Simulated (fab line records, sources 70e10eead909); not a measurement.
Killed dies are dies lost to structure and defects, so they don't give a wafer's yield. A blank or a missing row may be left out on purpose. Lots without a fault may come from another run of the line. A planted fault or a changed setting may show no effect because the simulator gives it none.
A struck lot beside a sound one | flow nand_harc | 28 steps out of a route of 1302
Sound: wafers L507.1, L507.2, L507.5. Struck: wafers L520.1, L520.4, L520.5. The cause comes at the end.
At each step with rows: each side's tool, then ch and its chambers, then its first start. Under that, the readings that differ: sound wafers | struck wafers | difference of the means | sigmas: that difference in standard deviations of wafers without a fault.
alike: readings whose means differ by less than 2 such deviations, and words and numbers that are the same on both sides. not compared: withheld readings, readings that some wafer has no value for, bounds like >300 that may hide the same value, and numbers for which the record gives no deviation and whose values overlap.
The two part at a step that has a row with sigmas, a row that says differs or no value, or rows on one side only. Numbers that don't overlap but have no deviation are shown without sigmas and don't part them. A reading that every wafer of one side lacks parts them only if that side has two wafers or more.

first, 1 step without rows for these wafers: NHARC_A_ONON_D1_DEP_19 (target thk 1000 nm).
NHARC_A_ONON_D1_THK_MEAS_21: measures by ellipsometry.
  sound on film_metro-02, day 8 08:13; struck on film_metro-02, day 13 23:40
  alike: thk_nm
then, 1 step without rows for these wafers: NHARC_A_ONON_D1_DEP_22 (target thk 1000 nm).
NHARC_A_ONON_D1_THK_MEAS_24: measures by ellipsometry.
  sound on film_metro-02, day 8 08:47; struck on film_metro-02, day 14 00:25
  alike: thk_nm
then, 1 step without rows for these wafers: NHARC_A_ONON_D1_DEP_25 (target thk 1000 nm).
NHARC_A_ONON_D1_THK_MEAS_27: measures by ellipsometry.
  sound on film_metro-01, day 8 09:21; struck on film_metro-01, day 14 00:58
  reading     | sound          | struck      | difference | sigmas
  thk_nm (nm) | 1017 1017 1016 | 990 992 992 | -25        | -3
then, 1 step without rows for these wafers: NHARC_A_ONON_D1_DEP_28 (target thk 1000 nm).
NHARC_A_ONON_D1_THK_MEAS_30: measures by ellipsometry.
  sound on film_metro-02, day 8 09:55; struck on film_metro-02, day 14 01:32
  alike: thk_nm
NHARC_A_ONON_D1_DEP_33: deposits SiO2, target thk 200 nm.
  sound on pecvd-03 ch 0,1,2, day 8 09:59; struck on pecvd-03 ch 0,1, day 14 01:41
  alike: heater_power_w, rf_fwd_power_W, showerhead_vpp_V, throttle_valve_pct
NHARC_A_ONON_D1_THK_MEAS_34: measures by ellipsometry.
  sound on film_metro-02, day 8 10:23; struck on film_metro-01, day 14 02:00
  alike: thk_nm
NHARC_A_ONON_D1_INSPECT_32:
  sound on defect_inspect-01, day 8 10:27; struck on defect_inspect-02, day 14 02:04
  alike: raw_defect_count
NHARC_A_CHANNEL_HOLE_D1_DEP_00: deposits aC, target thk 3100 nm.
  sound on acl_dep-02 ch 0, day 8 10:31; struck on acl_dep-02 ch 0, day 14 02:08
  alike: throttle_valve_pct
NHARC_A_CHANNEL_HOLE_D1_DEP_01: deposits SiON, target thk 140 nm.
  sound on pecvd-02 ch 0,1, day 8 12:27; struck on pecvd-02 ch 0,1, day 14 04:05
  alike: heater_power_w, rf_fwd_power_W, showerhead_vpp_V
then, 10 steps without rows for these wafers: NHARC_A_CHANNEL_HOLE_D1_DEHYDRATE_02 (time 120 s); NHARC_A_CHANNEL_HOLE_D1_HMDS_03 (time 30 s); NHARC_A_CHANNEL_HOLE_D1_COAT_36 (time 75 s); NHARC_A_CHANNEL_HOLE_D1_COAT_37 (time 65 s); NHARC_A_CHANNEL_HOLE_D1_COAT_04 (resist thk 90 nm); NHARC_A_CHANNEL_HOLE_D1_SOFTBAKE_05 (time 55 s); NHARC_A_CHANNEL_HOLE_D1_EBR_06; NHARC_A_CHANNEL_HOLE_D1_EXPOSE_07 (exposes mask HOLE D1, target cd 100 nm); NHARC_A_CHANNEL_HOLE_D1_PEB_08 (peb time 65 s); NHARC_A_CHANNEL_HOLE_D1_DEVELOP_09 (develop time 35 s).
NHARC_A_CHANNEL_HOLE_D1_CD_MEAS_10: target cd 100 nm.
  sound on cd_sem-02 ch 0, day 8 13:19; struck on cd_sem-02 ch 0, day 14 04:47
  alike: cd_nm
NHARC_A_CHANNEL_HOLE_D1_OVL_MEAS_11:
  sound on overlay-01, day 8 13:25; struck on overlay-02, day 14 04:52
  alike: overlay_x_nm, overlay_y_nm
NHARC_A_CHANNEL_HOLE_D1_INSPECT_12:
  sound on defect_inspect-02, day 8 13:26; struck on defect_inspect-02, day 14 04:54
  reading          | sound | struck   | difference | sigmas
  raw_defect_count | 5 7 2 | 22 22 21 | +17        | +7
NHARC_A_CHANNEL_HOLE_D1_DESCUM_15: chemistry O2, time 3 s.
  sound on rie_diel-13 ch 1,3, day 8 13:31; struck on rie_diel-06 ch 0,1,2, day 14 04:58
  alike: drypump_motor_current_A, oes_product_au, rf_vpp_V, showerhead_plenum_p_Torr, throttle_valve_pct
  not compared: rf_hours_counter_h
-- the record jumps here: 16 days lie between the struck wafers' starts before and after (it left off in module A_CHANNEL_HOLE_D1 and takes up again in module END, whose first step shown is number 1302 of the route) --
NHARC_END_SORT_01:
  sound on prober-02 ch 0, day 24 09:23; struck on prober-02 ch 0, day 30 05:08
  alike: killed_at_array, killed_at_other, killed_at_periphery, killed_dies, killed_open, killed_short

WHERE THEY PART
First at NHARC_A_ONON_D1_THK_MEAS_27; last, within this record, at NHARC_A_CHANNEL_HOLE_D1_INSPECT_12. Later steps at which nothing parts them and some readings are alike: NHARC_A_CHANNEL_HOLE_D1_DESCUM_15, NHARC_END_SORT_01.

WHY: what the simulator had put in
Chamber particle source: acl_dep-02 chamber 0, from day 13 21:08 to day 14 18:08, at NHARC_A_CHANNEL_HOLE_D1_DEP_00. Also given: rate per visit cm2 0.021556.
